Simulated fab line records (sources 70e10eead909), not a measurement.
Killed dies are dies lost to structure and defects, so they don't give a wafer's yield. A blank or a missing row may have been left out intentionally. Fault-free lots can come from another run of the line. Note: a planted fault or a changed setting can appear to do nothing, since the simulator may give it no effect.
fab line records    flow nand-harc
[record] lots = 14  wafers = 42  last-day = 24
route steps=1159 shown A_CONTACT@867 THIN_TSV@1103 END@1159
lots untouched by any fault: they come from a run of this same line in which no faults occurred
start-h: the number of hours between the record's first day and the start of the first shown wafer of the lot    wait-h: hours elapsed since this lot's preceding step    " as in the row above    L1.1+2: one row covering several wafers at once    - either no value or no given start    * or withheld: withheld    < > ~ a bound
route shown NAME@n: names a module that has steps shown in the file, with the first one's number in the route    usual: the fault-free wafers' mean and standard deviation    same: alike in all rows    chamber/n: place in a boat    sites: each site's reading    _std_site: the values' standard deviation    _edge_site: mean of outer sites minus mean of inner sites    radius-mm: how far each site lies from the wafer's centre    mask NAME#n: copy n    behind: the last tool/chamber to shape the wafer    hold: cause of the lot's hold/its duration in hours/its outcome    device: whichever transistor did not switch (one of n, p or np)    end of line: the same wafers' tests at the end of the route    a step given without rows: its recipe and nothing more    killed: dies that structure and defects cost at the first sort, which is not the same as the wafer's yield    map: dies across one wafer; x = killed, . = not, _ = none there
set.NAME: the setting as run; set.NAME@STEP: as run at that earlier step    model.NAME: the simulator's own value behind a step, which no gauge read
route steps across a sampled set of lots; one table per step, one row per wafer
services: the hour from which a tool's chamber was out of use, counted from the record's first day as start-h (under 0 if before that day), plus the number of hours and why
[[steps]]
[step NHARC_A_CONTACT_ETCH_116]
[recipe] source-w = withheld  pressure-mtorr = 20  bias-v = 3000  time-s = 94  target-depth-a = 9220  ar-flow-sccm = withheld  c4f8-flow-sccm = withheld  o2-flow-sccm = withheld  chemistry = C4F8/O2/Ar
lot.wafer  tool             chamber  start-h  wait-h  rf-hours-counter-h
L810.4     har-cap-etch-03  1        360.59   0.1     -
L810.6     "                1        "        "       -
L810.5     "                0        "        "       -
L812.3     har-cap-etch-01  1        389.79   0.1     -
L812.6     "                0        "        "       -
L812.5     "                1        "        "       -
L813.2     har-cap-etch-03  0        389.82   0.1     83
L813.1     "                1        "        "       83
L813.4     "                0        "        "       -
L811.1     har-cap-etch-02  1        394.66   0.1     11
L811.6     "                0        "        "       -
L811.5     "                1        "        "       -
L815.1     har-cap-etch-03  0        407.16   0.1     86
L815.2     "                1        "        "       86
L815.6     "                0        "        "       -
L814.4     har-cap-etch-01  1        414.19   0.1     -
L814.5     "                0        "        "       -
L814.6     "                1        "        "       -
L817.2     har-cap-etch-02  1        417.96   0.1     14
L817.1     "                0        "        "       14
L817.4     "                1        "        "       -
L816.3     har-cap-etch-03  0        431.02   0.1     -
L816.5     "                0        "        "       -
L816.6     "                1        "        "       -
L820.2     har-cap-etch-02  0        439.92   0.1     18
L820.1     "                1        "        "       18
L820.4     "                0        "        "       -
L819.4     har-cap-etch-01  1        443.52   0.1     -
L819.6     "                0        "        "       -
L819.5     "                1        "        "       -
L821.2     har-cap-etch-03  1        443.92   0.1     92
L821.4     "                1        "        "       -
L821.6     "                0        "        "       -
L827.1     har-cap-etch-01  1        459.19   0.1     75
L827.4     "                0        "        "       -
L827.3     "                1        "        "       -
L829.1     har-cap-etch-01  0        485.86   0.1     80
L829.4     "                1        "        "       -
L829.3     "                0        "        "       -
L830.1     har-cap-etch-03  0        501.39   0.1     105
L830.2     "                1        "        "       105
L830.4     "                0        "        "       -
[step NHARC_THIN_TSV_THK_MEAS_02]
[recipe] thk-meas-gauge = ir
[usual] thk-nm = 2957/230
lot.wafer  tool           chamber  start-h  wait-h  thk-nm
L810.4     film-metro-01  -        440.45   -       3296
L810.5     "              -        "        "       3151
L810.6     "              -        "        "       3077
L812.3     film-metro-01  -        447.40   0.2     3050
L812.5     "              -        "        "       2907
L812.6     "              -        "        "       2897
L813.1     film-metro-01  -        448.60   -       2829
L813.2     "              -        "        "       3028
L813.4     "              -        "        "       2834
L811.1     film-metro-01  -        452.47   -       3384
L811.5     "              -        "        "       3409
L811.6     "              -        "        "       3341
L815.1     film-metro-02  -        462.52   -       2807
L815.2     "              -        "        "       3059
L815.6     "              -        "        "       2814
L817.1     film-metro-02  -        470.48   -       3153
L817.2     "              -        "        "       2901
L817.4     "              -        "        "       3004
L814.4     film-metro-02  -        471.70   -       2952
L814.5     "              -        "        "       2750
L814.6     "              -        "        "       2801
L816.3     film-metro-01  -        483.65   -       2802
L816.5     "              -        "        "       3344
L816.6     "              -        "        "       2883
L820.1     film-metro-02  -        491.08   -       2521
L820.2     "              -        "        "       2846
L820.4     "              -        "        "       2554
L819.4     film-metro-02  -        492.28   0.2     2840
L819.5     "              -        "        "       2441
L819.6     "              -        "        "       2749
L821.2     film-metro-02  -        493.51   0.2     2981
L821.4     "              -        "        "       2695
L821.6     "              -        "        "       2650
L827.1     film-metro-02  -        524.63   0.2     3116
L827.3     "              -        "        "       2785
L827.4     "              -        "        "       3103
L829.1     film-metro-01  -        538.71   -       3324
L829.3     "              -        "        "       3134
L829.4     "              -        "        "       3301
L830.1     film-metro-01  -        551.93   -       3200
L830.2     "              -        "        "       3338
L830.4     "              -        "        "       3035
[step NHARC_THIN_TSV_CD_MEAS_16]
[usual] cd-nm = 999.7/2
lot.wafer  tool       chamber  start-h  wait-h  cd-nm
L810.4     cd-sem-03  -        442.47   0.1     1000.4
L810.5     "          -        "        "       998.5
L810.6     "          -        "        "       1002.0
L812.3     cd-sem-03  -        449.62   0.1     1000.1
L812.5     "          -        "        "       1000.7
L812.6     "          -        "        "       1000.7
L813.1     cd-sem-02  -        450.62   0.1     1000.5
L813.2     "          -        "        "       998.7
L813.4     "          -        "        "       1002.4
L811.1     cd-sem-02  -        454.49   0.1     996.7
L811.5     "          -        "        "       1000.8
L811.6     "          -        "        "       995.7
L815.1     cd-sem-02  -        464.54   0.1     999.8
L815.2     "          -        "        "       997.2
L815.6     "          -        "        "       1000.3
L817.1     cd-sem-03  -        472.48   0.1     1002.3
L817.2     "          -        "        "       996.8
L817.4     "          -        "        "       998.0
L814.4     cd-sem-02  -        473.85   0.1     1002.9
L814.5     "          -        "        "       999.6
L814.6     "          -        "        "       999.2
L816.3     cd-sem-01  -        485.58   0.2     1002.9
L816.5     "          -        "        "       999.7
L816.6     "          -        "        "       1003.4
L820.1     cd-sem-01  -        493.09   0.1     1002.9
L820.2     "          -        "        "       998.6
L820.4     "          -        "        "       999.1
L819.4     cd-sem-03  -        494.63   0.1     998.4
L819.5     "          -        "        "       1000.8
L819.6     "          -        "        "       999.0
L821.2     cd-sem-01  -        495.70   0.2     997.3
L821.4     "          -        "        "       1000.2
L821.6     "          -        "        "       997.1
L827.1     cd-sem-03  -        526.65   0.1     997.2
L827.3     "          -        "        "       1002.0
L827.4     "          -        "        "       996.8
L829.1     cd-sem-01  -        540.73   0.1     1000.2
L829.3     "          -        "        "       999.4
L829.4     "          -        "        "       998.9
L830.1     cd-sem-03  -        553.83   0.1     997.3
L830.2     "          -        "        "       998.4
L830.4     "          -        "        "       999.8
[step NHARC_THIN_TSV_PVD_19]
[recipe] target-thk-a = 200  chamber-pressure-pa = 5  material = TaN
[usual] throttle-valve-pct = 30.1/1
lot.wafer  tool            chamber  start-h  wait-h  throttle-valve-pct
L810.4     pvd-sputter-01  -        -        -       30.4
L810.6     "               -        "        "       32.7
L810.5     "               -        "        "       30.2
L812.3     pvd-sputter-02  -        -        -       29.6
L812.6     "               -        "        "       30.2
L812.5     "               -        "        "       29.4
L813.2     pvd-sputter-01  -        -        -       29.8
L813.4     "               -        "        "       32.6
L813.1     "               -        "        "       30.0
L811.1     pvd-sputter-02  -        -        -       30.5
L811.6     "               -        "        "       29.2
L811.5     "               -        "        "       29.6
L815.1     pvd-sputter-02  -        -        -       29.4
L815.2     "               -        "        "       30.4
L815.6     "               -        "        "       29.1
L817.2     pvd-sputter-01  -        -        -       30.0
L817.4     "               -        "        "       30.6
L817.1     "               -        "        "       32.7
L814.4     pvd-sputter-01  -        -        -       30.2
L814.6     "               -        "        "       30.0
L814.5     "               -        "        "       30.6
L816.3     pvd-sputter-01  -        -        -       32.4
L816.6     "               -        "        "       32.5
L816.5     "               -        "        "       30.0
L820.2     pvd-sputter-03  -        -        -       29.6
L820.1     "               -        "        "       29.2
L820.4     "               -        "        "       30.9
L819.4     pvd-sputter-01  -        -        -       30.6
L819.5     "               -        "        "       29.8
L819.6     "               -        "        "       30.7
L821.2     pvd-sputter-01  -        -        -       29.5
L821.4     "               -        "        "       30.7
L821.6     "               -        "        "       29.8
L827.1     pvd-sputter-03  -        -        -       30.9
L827.4     "               -        "        "       29.7
L827.3     "               -        "        "       29.9
L829.3     pvd-sputter-02  -        -        -       29.5
L829.4     "               -        "        "       30.1
L829.1     "               -        "        "       29.2
L830.2     pvd-sputter-02  -        -        -       29.4
L830.1     "               -        "        "       30.6
L830.4     "               -        "        "       30.3
[step NHARC_END_SORT_01]
[recipe] temp-c = 25
[usual] killed-at-array = 28/10  killed-at-other = 0.5/0.82  killed-at-periphery = 3.4/2.2  killed-dies = 31/10  killed-open = 3.4/1.9  killed-short = 1.9/1.3
[same] gross-dies = 677
lot.wafer  tool       chamber  start-h  wait-h  killed-at-array  killed-at-other  killed-at-periphery  killed-dies  killed-open  killed-short
L827.1     prober-02  0        547.43   2.5     104              0                2                    106          7            1
L827.3     prober-02  0        549.02   3.1     109              0                8                    117          5            3
L827.4     prober-02  0        549.81   3.4     113              0                2                    115          4            5
L829.1     prober-01  0        561.30   2.5     100              0                2                    102          2            3
L829.3     prober-01  0        562.90   3.1     87               0                1                    88           1            3
L829.4     prober-01  0        563.70   3.4     83               0                2                    85           1            1
// killed by level:class
L827.1 A_CONTACT:unspecified=71 A_SLIT:chamber-film-flake=12 A_STAIRCASE:chamber-film-flake=7 A_CHANNEL_HOLE_D1:chamber-film-flake=4 A_ONON_D1:geometric-particle:open=2 A_CONTACT:chamber-film-flake=2 P_M0:geometric-particle:open=1 A_SOURCE_PLATE:geometric-particle:open=1
L827.3 A_CONTACT:unspecified=76 A_SLIT:chamber-film-flake=14 A_CHANNEL_HOLE_D1:chamber-film-flake=6 A_CONTACT:chamber-film-flake=6 P_STI:chamber-film-flake=3 P_M0:chamber-film-flake=3 A_CONTACT:geometric-particle:open=2 P_CONTACT:geometric-particle:short=1
L827.4 A_CONTACT:unspecified=77 A_SLIT:chamber-film-flake=15 A_CHANNEL_HOLE_D1:chamber-film-flake=4 A_STAIRCASE:chamber-film-flake=4 A_BLC:chamber-film-flake=4 A_CONTACT:geometric-particle:short=2 P_GATE:geometric-particle:short=1 A_ONON_D1:geometric-particle:short=1
L829.1 A_CONTACT:unspecified=85 A_CHANNEL_HOLE_D1:chamber-film-flake=4 A_CONTACT:chamber-film-flake=3 A_CHANNEL_FILL_D1:geometric-particle:short=2 A_STAIRCASE:chamber-film-flake=2 A_WL_FILL:chamber-film-flake=2 P_GATE:geometric-particle:open=1 A_BLC:geometric-particle:open=1
L829.3 A_CONTACT:unspecified=76 A_CHANNEL_HOLE_D1:chamber-film-flake=4 A_SOURCE_PLATE:geometric-particle:short=2 A_CONTACT:chamber-film-flake=2 A_CHANNEL_FILL_D1:geometric-particle:open=1 A_WL_FILL:geometric-particle:short=1 P_GATE:chamber-film-flake=1 A_WL_FILL:chamber-film-flake=1
L829.4 A_CONTACT:unspecified=70 A_CHANNEL_HOLE_D1:chamber-film-flake=9 A_CONTACT:chamber-film-flake=2 A_SOURCE_PLATE:geometric-particle:short=1 A_CHANNEL_HOLE_D1:geometric-particle:open=1 P_GATE:chamber-film-flake=1 P_M2:chamber-film-flake=1
[[services]]
tool             chamber  start-h  hours  kind
pvd-sputter-03   -        349.88   2.6    repair
pvd-sputter-02   -        366.57   6.8    repair
pvd-sputter-03   -        383.62   2.0    repair
pvd-sputter-02   -        392.01   10.0   pm
har-cap-etch-01  -        394.75   0.2    repair
pvd-sputter-03   -        458.02   10.0   pm
pvd-sputter-01   -        461.95   0.5    repair
pvd-sputter-02   -        467.32   1.1    repair
pvd-sputter-01   -        498.21   26.7   repair
har-cap-etch-03  -        506.98   0.5    repair
har-cap-etch-03  -        545.00   17.0   pm
har-cap-etch-03  0        545.00   17.0   vent-cycle
har-cap-etch-03  1        545.00   17.0   vent-cycle
[[key]]
[first-sign] step = NHARC_END_SORT_01  reading = killed-at-array  direction = up  sigmas = 7  usual = 28  struck = 99
[effect] step = NHARC_END_SORT_01  reading = killed-dies  direction = up  sigmas = 6.8  usual = 31  struck = 102
[more-kills-born-at] NHARC_A_CONTACT_ETCH_116@har-cap-etch-01 = 447
met-at NHARC_A_CONTACT_ETCH_116
struck-lots L827,L829
tester-left-out L827,L829
not-acting-at NHARC_THIN_TSV_THK_MEAS_02,NHARC_THIN_TSV_CD_MEAS_16,NHARC_THIN_TSV_PVD_19
onset-between 443.52 459.19
[fault] kind = chamber-particle-source  tool = har-cap-etch-01  chamber = -  onset-h = 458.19  steps = NHARC_A_CONTACT_ETCH_116  rate-per-visit-cm2 = 1.5448  end-h = 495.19
// tester-left-out: of these lots the tester's yield and bins aren't shown, on N5 and GAA mostly nor the transistor test; their killed dies are dies lost to structure and defects alone, not to doping, threshold or leakage, so they don't give the yield
